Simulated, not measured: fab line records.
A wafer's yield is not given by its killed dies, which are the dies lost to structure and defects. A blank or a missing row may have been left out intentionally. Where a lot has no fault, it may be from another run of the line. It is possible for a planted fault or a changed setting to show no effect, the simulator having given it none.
fab line records	flow nandHarc	part 1 of 2: steps 1 to 4 of 6
[record] lots = 20	wafers = 60	lastDay = 34
route steps=1302 shown A_CHANNEL_HOLE_D1@483 A_DECK1_JOINT@539 A_CHANNEL_HOLE_D2@585 A_CHANNEL_FILL_D2@613
lots with no fault: from the same line, run without faults
startH: hours from the record's opening day to when the first of the lot's shown wafers began	waitH: hours from the lot's prior step to this one	" repeats the value in the row above	L1.1+2: several wafers, shown together as one row	- no value, or no start given	* or withheld: withheld	< > ~ a bound
route shown NAME@n: NAME is a module with steps in the file, n the number in the route of the first one	usual: average and standard deviation across the fault-free wafers	same: alike in all rows	chamber/n: place in a boat	sites: readings site by site	_std_site: the values' standard deviation	_edge_site: inner sites' mean taken away from outer sites' mean	radiusMm: for every site, how far away it sits from the centre of the wafer	mask NAME#n: copy n	behind: the last tool/chamber to shape the wafer	hold: why the lot was held/for how many hours/how that ended	device: transistor that didn't switch, given as n, p or np	end of line: tests run on the same wafers once the route is complete	step lacking rows: just its recipe	killed: at the first sort, the dies lost to defects and structure; wafer yield is something else	map: the dies of a wafer, with x for killed, . for not killed, _ for no die there
set.NAME: the setting that was run; set.NAME@STEP: the one run at that earlier step	model.NAME: the simulator's own value behind a step, which no gauge read
one table for each step of the route and one row for each wafer, over a sample of lots
services: from which hour (startH, from the record's first day; less than 0 if before it) a tool's chamber was out of use, for how many hours, and why
[[steps]]
[step NHARC_A_CHANNEL_HOLE_D1_ETCH_44]
[recipe] targetDepthA = 1400	overetchA = 140	timeS = 77	ionEnergyEv = 100	cf4FlowSccm = 80	o2FlowSccm = 20	arFlowSccm = 0	rfW = 300	biasW = 100	chemistry = CF4/O2
[usual] chamberPressureMTorr = 30.000/0.03	drypumpMotorCurrentA = 5.6/0.39	mfcArSccm = 0.013/0.013	oesProductAu = 0.995/0.0097	rfVppV = 197.2/1.2	showerheadPlenumPTorr = 1.31/0.042	throttleValvePct = 13.397/0.0094
[same] timeS = 77
lot.wafer	tool	chamber	startH	waitH	chamberPressureMTorr	drypumpMotorCurrentA	mfcArSccm	oesProductAu	rfHoursCounterH	rfVppV	showerheadPlenumPTorr	throttleValvePct
L075.3	rieDiel-10	3	204.31	0.1	30.005	5.9	0	0.999	9	197.8	1.30	13.404
L075.5	"	3	"	"	29.987	5.9	0	1.007	-	195.7	1.30	13.400
L075.6	"	0	"	"	29.994	6.0	0.008	0.998	-	197.5	1.31	13.390
L077.1	rieDiel-10	0	217.84	0.1	30.034	6.0	0.008	0.994	14	196.5	1.31	13.379
L077.2	"	1	"	"	29.984	5.0	0.021	0.993	14	196.8	1.30	13.398
L077.3	"	2	"	"	30.030	5.2	0.037	1.001	13	200.2	1.41	13.365
L078.1	rieDiel-10	0	230.02	0.1	29.950	6.0	0.008	0.999	15	197.4	1.31	13.389
L078.4	"	1	"	"	30.036	5.1	0.021	1.003	15	197.8	1.30	13.397
L078.2	"	3	"	"	30.029	5.9	0	1.007	11	196.5	1.29	13.399
L079.2	rieDiel-11	1	249.06	0.1	30.042	5.6	0.005	0.997	57	196.1	1.25	13.408
L079.5	"	2	"	"	29.980	5.3	0.037	0.993	-	197.6	1.29	13.381
L079.6	"	0	"	"	29.991	6.4	0.002	1.005	-	197.0	1.31	13.409
L080.3	rieDiel-03	3	276.76	0.1	30.019	5.1	0.016	0.999	51	198.0	1.32	13.414
L080.5	"	3	"	"	30.015	5.1	0.016	1.019	-	196.8	1.32	13.402
L080.4	"	0	"	"	30.011	6.1	0	0.996	-	198.3	1.35	13.398
L082.4	rieDiel-10	0	280.89	0.1	30.006	6.0	0.008	0.980	4	196.0	1.31	13.390
L082.1	"	1	"	"	30.005	5.1	0.021	1.003	4	197.1	1.30	13.395
L082.5	"	3	"	"	30.030	6.0	0	1.006	-	196.9	1.29	13.392
L083.2	rieDiel-10	1	285.05	0.1	29.988	5.0	0.021	0.999	4	196.0	1.30	13.393
L083.3	"	3	"	"	29.978	5.9	0	0.997	4	196.2	1.29	13.388
L083.4	"	0	"	"	30.027	6.0	0.008	0.984	4	195.3	1.31	13.404
L085.2	rieDiel-03	1	301.44	0.1	29.993	5.8	0	0.998	1	195.2	1.24	13.396
L085.1	"	2	"	"	29.996	5.5	0	0.997	4	198.6	1.34	13.380
L085.4	"	3	"	"	30.020	5.1	0.016	1.001	5	197.4	1.32	13.402
L087.1	rieDiel-10	1	310.77	0.1	29.995	5.1	0.021	0.993	5	198.1	1.30	13.386
L087.4	"	0	"	"	30.018	6.0	0.008	0.974	5	195.7	1.31	13.414
L087.6	"	2	"	"	29.971	5.2	0.037	0.992	-	198.4	1.41	13.399
L086.1	rieDiel-10	3	313.56	0.1	30.016	5.9	0	0.993	6	197.0	1.29	13.411
L086.2	"	0	"	"	29.978	6.0	0.008	0.970	6	198.0	1.31	13.399
L086.5	"	1	"	"	29.947	5.1	0.021	0.980	-	197.3	1.30	13.395
L088.4	rieDiel-11	2	340.46	0.1	30.001	5.3	0.037	1.008	31	196.0	1.29	13.398
L088.6	"	3	"	"	29.992	5.9	0.021	1.002	-	197.0	1.28	13.402
L088.5	"	0	"	"	29.934	6.3	0.002	0.999	-	196.7	1.31	13.416
L089.3	rieDiel-11	1	345.75	0.2	29.953	5.6	0.005	1.013	30	196.9	1.25	13.383
L089.4	"	0	"	"	29.953	6.3	0.002	1.004	23	197.5	1.31	13.405
L089.6	"	1	"	"	29.968	5.6	0.005	1.003	-	195.0	1.25	13.397
L090.1	rieDiel-10	0	351.65	0.1	30.034	5.9	0.008	0.979	10	197.7	1.31	13.407
L090.2	"	3	"	"	29.979	5.9	0	0.988	10	195.5	1.29	13.405
L090.6	"	1	"	"	29.999	5.1	0.021	0.988	-	197.0	1.30	13.391
L091.3	rieDiel-03	1	354.53	0.1	30.015	5.8	0	0.995	17	196.6	1.24	13.388
L091.1	"	2	"	"	30.027	5.5	0	1.004	17	198.8	1.34	13.396
L091.2	"	0	"	"	30.027	6.1	0	0.978	19	197.6	1.34	13.398
L092.4	rieDiel-10	1	362.33	0.1	29.987	5.1	0.021	0.988	10	197.4	1.30	13.394
L092.1	"	2	"	"	29.985	5.2	0.037	1.003	10	198.2	1.41	13.378
L092.5	"	1	"	"	29.955	5.1	0.021	0.984	-	197.6	1.30	13.400
L093.4	rieDiel-11	2	392.21	0.1	30.004	5.3	0.037	1.003	48	197.3	1.28	13.392
L093.3	"	0	"	"	30.002	6.4	0.002	0.989	38	197.7	1.30	13.388
L093.2	"	1	"	"	30.001	5.6	0.005	1.008	45	195.6	1.24	13.406
L094.3	rieDiel-11	1	396.38	0.1	29.944	5.6	0.005	1.015	46	196.6	1.24	13.396
L094.2	"	0	"	"	30.019	6.3	0.002	0.996	39	197.7	1.30	13.395
L094.5	"	2	"	"	30.040	5.3	0.037	1.009	-	197.8	1.28	13.391
L096.2	rieDiel-10	0	407.42	0.1	30.031	6.0	0.008	0.981	15	197.4	1.31	13.408
L096.4	"	2	"	"	29.995	5.3	0.037	0.991	13	198.2	1.41	13.385
L096.5	"	1	"	"	29.952	5.1	0.021	0.988	-	196.8	1.30	13.391
L095.3	rieDiel-03	1	408.59	0.1	30.020	5.8	0	0.982	31	196.0	1.23	13.401
L095.1	"	3	"	"	30.032	5.1	0.016	0.994	33	196.9	1.31	13.406
L095.6	"	0	"	"	30.027	6.1	0	0.983	-	197.9	1.34	13.399
L097.4	rieDiel-03	2	412.75	0.1	30.041	5.5	0	0.984	35	197.7	1.33	13.384
L097.3	"	3	"	"	29.975	5.0	0.016	1.001	33	196.8	1.31	13.414
L097.1	"	0	"	"	30.049	6.0	0	0.985	34	199.3	1.34	13.398
[step NHARC_A_DECK1_JOINT_CMP_02]
[recipe] material = SiOx
[usual] motorCurrentA = 11.5/0.87
lot.wafer	tool	chamber	startH	waitH	motorCurrentA
L075.3	cmp-01	0	294.25	0.4	11.9
L075.5	"	0	"	"	12.0
L075.6	"	1	"	"	10.6
L077.1	cmp-03	0	306.42	0.4	10.9
L077.3	"	1	"	"	12.9
L077.2	"	2	"	"	13.8
L078.4	cmp-03	3	318.31	0.4	11.3
L078.2	"	0	"	"	11.4
L078.1	"	1	"	"	13.3
L079.2	cmp-01	2	334.89	0.4	11.0
L079.5	"	2	"	"	11.2
L079.6	"	3	"	"	12.1
L080.3	cmp-02	0	354.82	0.4	12.7
L080.4	"	1	"	"	10.7
L080.5	"	3	"	"	11.3
L082.4	cmp-02	3	360.64	0.4	10.8
L082.1	"	0	"	"	12.6
L082.5	"	2	"	"	11.8
L083.4	cmp-02	2	367.94	0.4	11.4
L083.3	"	3	"	"	11.5
L083.2	"	0	"	"	12.3
L085.4	cmp-02	1	394.77	0.4	9.9
L085.1	"	2	"	"	10.9
L085.2	"	0	"	"	12.5
L087.4	cmp-03	0	395.03	0.4	11.5
L087.1	"	1	"	"	13.4
L087.6	"	0	"	"	11.7
L086.1	cmp-01	2	395.05	0.4	10.8
L086.2	"	3	"	"	11.1
L086.5	"	1	"	"	11.7
L090.2	cmp-01	0	437.89	0.4	11.4
L090.1	"	1	"	"	10.8
L090.6	"	1	"	"	10.4
L089.3	cmp-02	0	437.93	0.4	12.0
L089.4	"	1	"	"	10.2
L089.6	"	3	"	"	11.7
L088.4	cmp-03	1	437.96	0.4	12.5
L088.6	"	2	"	"	13.2
L088.5	"	3	"	"	11.0
L091.1	cmp-03	0	441.64	0.4	11.4
L091.2	"	2	"	"	13.3
L091.3	"	3	"	"	11.5
L092.1	cmp-02	3	450.07	0.4	10.7
L092.4	"	1	"	"	10.1
L092.5	"	2	"	"	11.7
L093.4	cmp-01	1	473.69	0.4	10.8
L093.3	"	3	"	"	11.8
L093.2	"	0	"	"	11.7
L094.3	cmp-01	3	479.52	0.4	12.1
L094.2	"	0	"	"	11.9
L094.5	"	0	"	"	11.9
L095.1	cmp-03	0	493.09	0.4	11.8
L095.3	"	2	"	"	13.2
L095.6	"	3	"	"	11.5
L096.2	cmp-02	3	493.11	0.4	11.2
L096.4	"	0	"	"	12.2
L096.5	"	2	"	"	11.4
L097.3	cmp-02	2	503.47	0.4	12.4
L097.1	"	3	"	"	10.6
L097.4	"	0	"	"	12.3
[step NHARC_A_CHANNEL_HOLE_D2_DESCUM_15]
[recipe] timeS = 3	o2FlowSccm = 200	arFlowSccm = 0	biasPowerW = 0	chemistry = O2
[usual] chamberPressureMTorr = 60.00/0.054	drypumpMotorCurrentA = 5.8/0.37	mfcArSccm = 0.003/0.0056	oesProductAu = 1.001/0.0099	rfVppV = 57.6/0.8	showerheadPlenumPTorr = 1.84/0.049	throttleValvePct = 11.312/0.0089
[same] timeS = 3
lot.wafer	tool	chamber	startH	waitH	chamberPressureMTorr	drypumpMotorCurrentA	mfcArSccm	oesProductAu	rfHoursCounterH	rfVppV	showerheadPlenumPTorr	throttleValvePct
L075.3	rieDiel-01	2	315.79	0.1	60.11	6.2	0	0.999	5	57.2	1.78	11.310
L075.5	"	0	"	"	60.00	6.1	0.008	1.004	-	58.1	1.95	11.313
L075.6	"	1	"	"	60.06	5.2	0	0.999	-	58.7	1.93	11.300
L077.3	rieDiel-01	1	323.54	0.1	59.93	5.2	0	0.992	6	56.9	1.93	11.307
L077.2	"	2	"	"	60.05	6.1	0	0.998	5	56.6	1.78	11.306
L077.1	"	0	"	"	60.07	6.0	0.008	1.019	6	58.1	1.95	11.321
L078.4	rieDiel-06	0	339.60	0.1	60.02	5.9	0.014	0.991	1	56.2	1.86	11.307
L078.1	"	1	"	"	60.03	5.5	0.012	1.008	1	56.8	1.87	11.293
L078.2	"	3	"	"	60.01	6.0	0	1.001	1	57.3	1.80	11.307
L079.2	rieDiel-06	2	353.73	0.1	60.01	6.3	0	1.012	2	58.5	1.80	11.304
L079.5	"	2	"	"	60.08	6.3	0	1.018	-	57.7	1.80	11.321
L079.6	"	3	"	"	60.02	6.0	0	1.019	-	59.2	1.80	11.328
L080.3	rieDiel-01	1	374.10	0.1	59.92	5.2	0	0.996	7	58.8	1.93	11.313
L080.4	"	2	"	"	59.98	6.2	0	0.997	7	57.3	1.78	11.314
L080.5	"	1	"	"	60.03	5.2	0	1.000	-	58.0	1.93	11.309
L082.4	rieDiel-06	0	380.92	0.1	59.94	5.9	0.014	0.988	4	57.9	1.86	11.312
L082.1	"	2	"	"	59.97	6.3	0	1.000	5	57.0	1.80	11.302
L082.5	"	0	"	"	60.01	5.9	0.014	0.986	-	57.9	1.86	11.311
L083.2	rieDiel-06	1	388.09	0.1	60.04	5.5	0.012	1.003	5	58.0	1.87	11.298
L083.3	"	2	"	"	59.95	6.3	0	0.991	5	56.9	1.80	11.303
L083.4	"	3	"	"	59.96	6.0	0	1.004	5	58.6	1.80	11.311
L085.2	rieDiel-01	1	411.36	0.1	60.05	5.2	0	1.001	1	57.5	1.93	11.320
L085.1	"	3	"	"	60.06	5.9	0	1.015	1	57.0	1.91	11.320
L085.4	"	0	"	"	60.05	6.0	0.008	1.000	1	56.0	1.94	11.320
L086.2	rieDiel-13	2	411.75	0.1	60.00	5.7	0	1.033	3	56.5	1.82	11.309
L086.1	"	3	"	"	60.04	5.9	0	1.007	4	57.0	1.83	11.310
L086.5	"	2	"	"	59.97	5.7	0	1.030	-	57.4	1.82	11.319
L087.1	rieDiel-06	3	412.32	0.1	60.01	6.0	0	1.001	8	58.7	1.80	11.331
L087.4	"	0	"	"	59.99	5.9	0.014	0.989	6	58.0	1.86	11.296
L087.6	"	2	"	"	60.03	6.3	0	1.001	-	56.0	1.80	11.305
L088.4	rieDiel-01	2	455.19	0.1	59.96	6.1	0	0.995	3	57.3	1.78	11.312
L088.5	"	3	"	"	59.97	5.9	0	1.007	-	57.6	1.91	11.312
L088.6	"	0	"	"	59.99	6.1	0.008	1.006	-	57.4	1.94	11.310
L089.4	rieDiel-06	1	455.54	0.1	60.04	5.5	0.012	1.008	10	57.1	1.87	11.317
L089.3	"	3	"	"	60.03	6.0	0	1.007	10	57.3	1.80	11.300
L089.6	"	0	"	"	60.00	5.9	0.014	0.987	-	58.2	1.85	11.319
L090.2	rieDiel-13	0	455.94	0.1	60.00	5.4	0	1.002	5	58.0	1.81	11.317
L090.1	"	2	"	"	59.90	5.7	0	1.018	6	56.3	1.82	11.298
L090.6	"	0	"	"	59.95	5.4	0	1.001	-	57.8	1.81	11.318
L091.1	rieDiel-06	2	461.93	0.1	60.00	6.2	0	1.002	11	56.6	1.80	11.323
L091.3	"	3	"	"	59.97	6.0	0	1.002	10	57.0	1.80	11.322
L091.2	"	0	"	"	59.91	6.0	0.014	0.980	9	57.4	1.85	11.322
L092.1	rieDiel-06	0	469.13	0.1	59.96	6.0	0.014	0.987	10	57.2	1.85	11.313
L092.4	"	2	"	"	60.05	6.3	0	1.011	13	58.0	1.80	11.322
L092.5	"	0	"	"	60.09	6.0	0.014	0.986	-	57.9	1.85	11.321
L093.2	rieDiel-13	2	492.77	0.1	60.04	5.6	0	1.009	9	57.2	1.82	11.304
L093.4	"	3	"	"	59.91	5.9	0	0.986	9	57.6	1.83	11.324
L093.3	"	1	"	"	59.96	5.1	0	1.007	9	56.8	1.83	11.328
L094.3	rieDiel-06	2	499.82	0.1	59.92	6.3	0	1.007	0	56.9	1.80	11.311
L094.2	"	3	"	"	59.93	6.0	0	1.003	0	58.1	1.79	11.322
L094.5	"	1	"	"	59.99	5.5	0.012	1.010	-	57.7	1.87	11.305
L095.1	rieDiel-06	0	511.52	0.1	60.04	5.9	0.014	0.986	1	59.1	1.85	11.329
L095.3	"	2	"	"	60.02	6.3	0	0.983	1	55.9	1.80	11.303
L095.6	"	0	"	"	60.05	5.9	0.014	0.979	-	57.2	1.85	11.315
L096.4	rieDiel-13	0	512.47	0.1	60.01	5.4	0	0.996	9	57.7	1.81	11.315
L096.2	"	1	"	"	60.07	5.1	0	1.013	11	58.0	1.83	11.302
L096.5	"	1	"	"	60.08	5.1	0	1.011	-	57.9	1.83	11.338
L097.4	rieDiel-01	1	520.43	0.1	59.98	5.2	0	0.990	6	56.5	1.92	11.317
L097.3	"	3	"	"	59.93	5.9	0	1.001	5	58.2	1.91	11.306
L097.1	"	0	"	"	60.00	6.1	0.008	0.996	5	57.9	1.94	11.315
[step NHARC_A_CHANNEL_HOLE_D2_ETCH_39]
[recipe] targetDepthA = 2600	overEtchFrac = 0.3	timeS = 325	ionEnergyEv = 200	n2FlowSccm = 150	h2FlowSccm = 150	arFlowSccm = 0	rfW = 400	biasW = 150	chemistry = N2/H2
[usual] chamberPressureMTorr = 29.998/0.028	drypumpMotorCurrentA = 5.8/0.36	mfcArSccm = 0.003/0.0054	oesProductAu = 1.001/0.0097	rfVppV = 428.4/1.7	showerheadPlenumPTorr = 1.96/0.053	throttleValvePct = 14.172/0.0098
[same] timeS = 325
lot.wafer	tool	chamber	startH	waitH	chamberPressureMTorr	drypumpMotorCurrentA	mfcArSccm	oesProductAu	rfHoursCounterH	rfVppV	showerheadPlenumPTorr	throttleValvePct
L075.3	rieDiel-01	3	-	-	29.986	5.9	0	1.000	5	431.0	2.04	14.162
L075.6	"	3	"	"	30.006	5.9	0	0.994	-	430.4	2.04	14.173
L075.5	"	0	"	"	29.989	6.1	0.008	1.023	-	432.4	2.08	14.169
L077.3	rieDiel-01	1	-	-	29.975	5.3	0	0.994	6	430.0	2.05	14.169
L077.1	"	2	"	"	30.016	6.2	0	1.002	5	425.4	1.89	14.183
L077.2	"	3	"	"	29.963	5.9	0	0.993	6	431.3	2.04	14.171
L078.2	rieDiel-06	3	-	-	29.998	6.0	0	1.009	1	426.0	1.91	14.174
L078.1	"	0	"	"	30.029	5.9	0.014	0.998	1	428.2	1.98	14.183
L078.4	"	1	"	"	30.033	5.5	0.012	1.005	1	428.7	2.00	14.170
L079.2	rieDiel-06	2	-	-	30.011	6.3	0	1.007	3	428.3	1.91	14.176
L079.6	"	0	"	"	29.963	5.9	0.014	0.994	-	428.5	1.98	14.172
L079.5	"	1	"	"	29.970	5.5	0.012	1.006	-	429.4	1.99	14.160
L080.3	rieDiel-01	0	-	-	30.008	6.1	0.008	1.022	8	431.8	2.07	14.168
L080.4	"	2	"	"	29.991	6.1	0	0.997	7	426.4	1.89	14.182
L080.5	"	1	"	"	30.019	5.3	0	0.993	-	430.4	2.05	14.164
L082.1	rieDiel-06	2	-	-	29.981	6.3	0	0.988	5	426.8	1.91	14.167
L082.4	"	3	"	"	29.992	6.0	0	0.995	5	426.8	1.91	14.175
L082.5	"	2	"	"	30.032	6.3	0	1.004	-	426.4	1.91	14.178
L083.4	rieDiel-06	2	-	-	30.016	6.3	0	0.995	6	427.4	1.91	14.169
L083.2	"	3	"	"	29.970	6.0	0	1.013	5	427.0	1.91	14.187
L083.3	"	0	"	"	29.975	5.9	0.014	0.991	5	428.7	1.98	14.161
L085.1	rieDiel-01	1	-	-	30.009	5.3	0	0.996	1	430.9	2.05	14.175
L085.4	"	2	"	"	29.992	6.1	0	0.998	1	427.0	1.89	14.189
L085.2	"	3	"	"	29.974	5.9	0	1.006	1	429.8	2.04	14.178
L086.2	rieDiel-13	2	-	-	30.019	5.7	0	1.027	3	427.6	1.94	14.184
L086.1	"	3	"	"	29.998	5.8	0	0.999	4	428.0	1.95	14.160
L086.5	"	1	"	"	29.982	5.1	0	1.013	-	428.3	1.95	14.171
L087.1	rieDiel-06	1	-	-	30.024	5.5	0.012	1.015	8	429.6	1.99	14.174
L087.4	"	3	"	"	29.985	6.0	0	0.992	8	425.6	1.91	14.156
L087.6	"	1	"	"	29.969	5.5	0.012	1.009	-	430.2	1.99	14.177
L088.4	rieDiel-01	1	-	-	30.010	5.2	0	1.008	3	429.9	2.05	14.181
L088.6	"	3	"	"	30.017	5.9	0	1.005	-	431.2	2.03	14.166
L088.5	"	0	"	"	30.006	6.1	0.008	0.999	-	431.3	2.07	14.168
L089.4	rieDiel-06	0	-	-	29.992	5.9	0.014	0.994	8	429.5	1.98	14.174
L089.3	"	2	"	"	29.972	6.3	0	1.004	11	425.6	1.91	14.172
L089.6	"	0	"	"	30.004	6.0	0.014	0.985	-	428.2	1.98	14.162
L090.1	rieDiel-13	2	-	-	30.015	5.6	0	1.014	6	428.3	1.94	14.183
L090.2	"	3	"	"	30.029	5.9	0	1.009	7	429.8	1.95	14.159
L090.6	"	0	"	"	29.991	5.4	0	1.009	-	428.5	1.92	14.173
L091.1	rieDiel-06	2	-	-	30.020	6.3	0	0.997	11	426.4	1.91	14.179
L091.2	"	3	"	"	29.920	6.0	0	1.007	10	426.7	1.91	14.183
L091.3	"	0	"	"	29.998	5.9	0.014	0.987	9	427.8	1.98	14.170
L092.1	rieDiel-06	2	-	-	29.972	6.3	0	0.997	13	426.1	1.91	14.158
L092.4	"	0	"	"	30.021	5.9	0.014	0.988	10	429.7	1.97	14.175
L092.5	"	3	"	"	30.023	6.0	0	0.998	-	425.7	1.91	14.173
L093.3	rieDiel-13	2	-	-	30.015	5.7	0	1.013	9	427.1	1.94	14.166
L093.2	"	3	"	"	29.962	5.9	0	0.996	9	428.9	1.95	14.180
L093.4	"	1	"	"	29.977	5.1	0	1.000	9	429.0	1.95	14.172
L094.3	rieDiel-06	0	-	-	29.993	6.0	0.014	0.974	0	429.1	1.97	14.192
L094.2	"	1	"	"	30.036	5.5	0.012	0.989	0	427.2	1.99	14.178
L094.5	"	0	"	"	30.000	5.9	0.014	0.980	-	428.3	1.97	14.178
L095.3	rieDiel-06	2	-	-	30.047	6.3	0	0.998	1	426.5	1.91	14.175
L095.1	"	0	"	"	29.939	5.9	0.014	0.979	1	429.8	1.97	14.182
L095.6	"	2	"	"	29.943	6.3	0	1.001	-	428.1	1.91	14.167
L096.4	rieDiel-13	1	-	-	30.013	5.1	0	0.993	11	429.0	1.95	14.180
L096.2	"	3	"	"	29.950	5.9	0	1.003	11	427.7	1.95	14.172
L096.5	"	2	"	"	30.041	5.7	0	1.009	-	427.6	1.94	14.176
L097.1	rieDiel-01	3	-	-	30.022	5.9	0	1.013	5	431.9	2.03	14.181
L097.4	"	0	"	"	30.005	6.1	0.008	0.999	5	430.4	2.07	14.170
L097.3	"	1	"	"	30.013	5.2	0	0.996	6	432.1	2.05	14.185
